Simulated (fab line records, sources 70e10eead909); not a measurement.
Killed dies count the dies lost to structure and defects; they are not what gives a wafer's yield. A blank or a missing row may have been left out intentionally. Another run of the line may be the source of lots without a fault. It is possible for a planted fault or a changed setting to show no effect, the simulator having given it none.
What tool caused it? ; flow nandHarc ; 13 lots, 39 wafers sampled, at 6 steps of a route of 1302

## WHAT THE GAUGES SHOWED, per wafer
NHARC_A_DECK1_JOINT_THK_MEAS_14: measures by ellipsometry.
lot;measured;on;thkNm (nm)
L737;day 11 07:32;filmMetro-02;52.6 51.8 52.8
L739;day 12 06:35;filmMetro-01;48.8 49.0 54.1
L740;day 12 18:28;filmMetro-01;50.6 50.1 50.6
L742;day 13 07:47;filmMetro-02;51.9 51.1 51.7
L743;day 13 23:44;filmMetro-02;49.5 50.8 51.7
L746;day 15 06:53;filmMetro-01;51.3 48.4 50.2
L750;day 17 08:12;filmMetro-01;52.3 50.4 54.8
L752;day 17 14:29;filmMetro-02;52.1 51.6 54.1
L755;day 19 03:02;filmMetro-02;50.2 50.3 49.3
L757;day 19 12:01;filmMetro-02;51.2 52.7 49.9
L758;day 20 08:09;filmMetro-01;49.9 50.9 50.3
L759;day 20 19:32;filmMetro-01;49.4 49.5 52.6
L760;day 20 19:32;filmMetro-02;51.0 49.6 51.4

NHARC_A_DECK1_JOINT_THK_MEAS_17: measures by ellipsometry.
lot;measured;on;thkNm (nm)
L737;day 12 05:53;filmMetro-01;44.5 43.1 43.7
L739;day 13 11:56;filmMetro-01;43.1 45.1 46.2
L740;day 13 17:53;filmMetro-02;45.7 43.8 46.0
L742;day 14 07:58;filmMetro-01;44.7 46.8 46.0
L743;day 15 03:46;filmMetro-01;44.2 44.3 45.7
L746;day 16 06:41;filmMetro-01;46.7 44.8 45.3
L750;day 18 10:04;filmMetro-02;46.7 46.8 72.3
L752;day 18 16:54;filmMetro-01;45.7 44.7 46.6
L755;day 20 02:16;filmMetro-02;46.5 44.4 46.5
L757;day 20 10:44;filmMetro-01;44.1 43.8 45.0
L758;day 21 07:29;filmMetro-02;43.2 43.2 43.2
L759;day 21 22:25;filmMetro-02;45.5 45.0 45.3
L760;day 21 22:32;filmMetro-02;45.7 46.5 45.7

NHARC_A_ONON_D2_THK_MEAS_02: measures by ellipsometry.
lot;measured;on;thkNm (nm)
L737;day 12 06:29;filmMetro-02;996 996 996
L739;day 13 12:32;filmMetro-02;992 993 994
L740;day 13 18:30;filmMetro-01;1008 1005 1006
L742;day 14 08:34;filmMetro-01;995 992 994
L743;day 15 04:23;filmMetro-02;989 987 987
L746;day 16 07:18;filmMetro-02;989 989 990
L750;day 18 10:41;filmMetro-01;993 993 992
L752;day 18 17:31;filmMetro-02;1004 1006 1004
L755;day 20 02:53;filmMetro-02;997 994 997
L757;day 20 11:21;filmMetro-01;985 986 984
L758;day 21 08:07;filmMetro-02;1007 1007 1008
L759;day 21 23:02;filmMetro-01;999 997 1000
L760;day 21 23:08;filmMetro-01;998 998 996

NHARC_A_ONON_D2_THK_MEAS_18: measures by ellipsometry.
lot;measured;on;thkNm (nm)
L737;day 12 16:11;filmMetro-02;1001 1000 1002
L739;day 14 00:29;filmMetro-01;1002 1003 1004
L740;day 14 04:07;filmMetro-02;995 993 997
L742;day 14 18:13;filmMetro-02;991 990 991
L743;day 15 14:00;filmMetro-02;996 999 998
L746;day 16 19:02;filmMetro-01;1000 999 1000
L750;day 18 21:20;filmMetro-02;1022 1021 1021
L752;day 19 03:31;filmMetro-01;1023 1020 1021
L755;day 20 14:08;filmMetro-02;995 996 995
L757;day 20 22:51;filmMetro-01;997 997 997
L758;day 21 18:24;filmMetro-01;1019 1019 1018
L759;day 22 09:15;filmMetro-01;984 984 982
L760;day 22 09:15;filmMetro-02;993 994 992

NHARC_END_SORT_01.
lot;measured;on;killedAtArray;killedAtOther;killedAtPeriphery;killedDies;killedOpen;killedShort
L737;day 24 21:41;prober-01;70 62 62;0 1 0;4 4 6;74 67 68;4 2 5;4 3 2
L739;day 25 15:55;prober-02;79 61 67;0 0 0;3 5 1;82 66 68;1 5 2;3 6 1
L740;day 25 15:58;prober-01;51 38 28;0 0 0;3 2 5;54 40 33;5 2 2;3 3 0
L742;day 26 11:11;prober-02;45 51 54;1 2 2;8 6 5;54 59 61;3 4 4;0 2 1
L743;day 27 11:08;prober-02;45 50 40;1 0 3;2 2 1;48 52 44;4 6 4;1 2 2
L746;day 28 10:04;prober-02;60 50 49;0 3 1;3 3 2;63 56 52;3 1 0;4 4 6
L750;day 30 08:51;prober-01;74 56 59;0 0 1;2 2 2;76 58 62;9 3 4;3 3 2
L752;day 30 13:58;prober-02;55 60 54;0 0 0;0 0 2;55 60 56;2 2 2;1 3 2
L755;day 31 17:05;prober-02;67 76 73;0 0 0;6 5 7;73 81 80;5 2 3;0 3 1
L757;day 32 08:38;prober-01;45 32 27;1 0 0;3 1 6;49 33 33;7 1 5;3 4 1
L758;day 33 11:46;prober-02;53 52 55;0 1 3;3 11 11;56 64 69;2 1 4;2 3 5
L759;day 33 20:57;prober-01;68 58 57;4 1 0;2 5 1;74 64 58;4 0 3;0 3 2
L760;day 33 20:11;prober-02;61 53 54;0 2 2;5 3 3;66 58 59;5 4 3;1 1 3

## WHAT TOOL EACH LOT RAN ON (gives the tool, then ch and the chambers of the sampled wafers, and finally the start)
lot;NHARC_A_DECK1_JOINT_DEP_16
L737;pecvd-03 ch 1,2, day 12 05:37
L739;pecvd-03 ch 0,1, day 13 11:41
L740;pecvd-01 ch 1,2, day 13 17:38
L742;pecvd-03 ch 0,1, day 14 07:41
L743;pecvd-01 ch 1,2, day 15 03:29
L746;pecvd-01 ch 0,2, day 16 06:26
L750;pecvd-01 ch 0,1, day 18 09:49
L752;pecvd-03 ch 0,1, day 18 16:41
L755;pecvd-03 ch 0,1,2, day 20 02:01
L757;pecvd-04 ch 0,1,2, day 20 10:27
L758;pecvd-03 ch 1,2, day 21 07:14
L759;pecvd-04 ch 0,2, day 21 22:10
L760;pecvd-03 ch 0,1,2, day 21 22:16
- NHARC_A_DECK1_JOINT_DEP_16: deposits SiO2, target thk 45 nm.

## AS READ BY THE TOOLS THEMSELVES (means over the sampled wafers that have a number; for cases with no such wafer, the mark the record gives instead)
NHARC_A_DECK1_JOINT_DEP_16.
lot;tool;heaterPowerW (W);throttleValvePct (%)
L737;pecvd-03;421;16.0
L739;pecvd-03;563;15.7
L740;pecvd-01;640;15.5
L742;pecvd-03;456;15.7
L743;pecvd-01;628;15.5
L746;pecvd-01;661;15.6
L750;pecvd-01;614;16.3
L752;pecvd-03;473;15.5
L755;pecvd-03;528;15.5
L757;pecvd-04;557;16.0
L758;pecvd-03;426;15.8
L759;pecvd-04;501;16.4
L760;pecvd-03;493;15.6

## THE ANSWER, worked out from the rows above alone
Rule: the usual values come from the lots themselves. Put in order of their means at a reading, lots are off if they are a third of the lots or fewer, leave a main group of 4 or more, and stand apart from it by a gap of 3 or more times the standard deviation of the main group's means; of several such gaps the widest counts. Not used: any main group whose means are identical at the precision the tables above print for the reading. A lot without any number at a reading at which 4 lots or more have one is off too. Where the step has rows for the other lots, those lots are counted as sound. First the gauges in route order, then the tools' own readings, where a lot's mean is used as printed above. At the first step where some lot is off, the reading lying furthest off is the one used; lots without a number count as furthest.
Off at NHARC_A_DECK1_JOINT_THK_MEAS_17 (thkNm): L750. For the main group the mean is 45.0 nm and the standard deviation 0.84.
If a tool, at a process step before that reading, ran all the lots that are off and no sound lot after the first of them, it fits. Those tools and the gauges at NHARC_A_DECK1_JOINT_THK_MEAS_17 are tried in the same way. One fits: NHARC_A_DECK1_JOINT_DEP_16 on pecvd-01. Its last sound lot is L746 (day 16 06:26), its first lot that is off L750 (day 18 09:49): a fault that began between those two fits.

## WHAT WAS PUT IN BY THE SIMULATOR
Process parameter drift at NHARC_A_DECK1_JOINT_DEP_16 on pecvd-01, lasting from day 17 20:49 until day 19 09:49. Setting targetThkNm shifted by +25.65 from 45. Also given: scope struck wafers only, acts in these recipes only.
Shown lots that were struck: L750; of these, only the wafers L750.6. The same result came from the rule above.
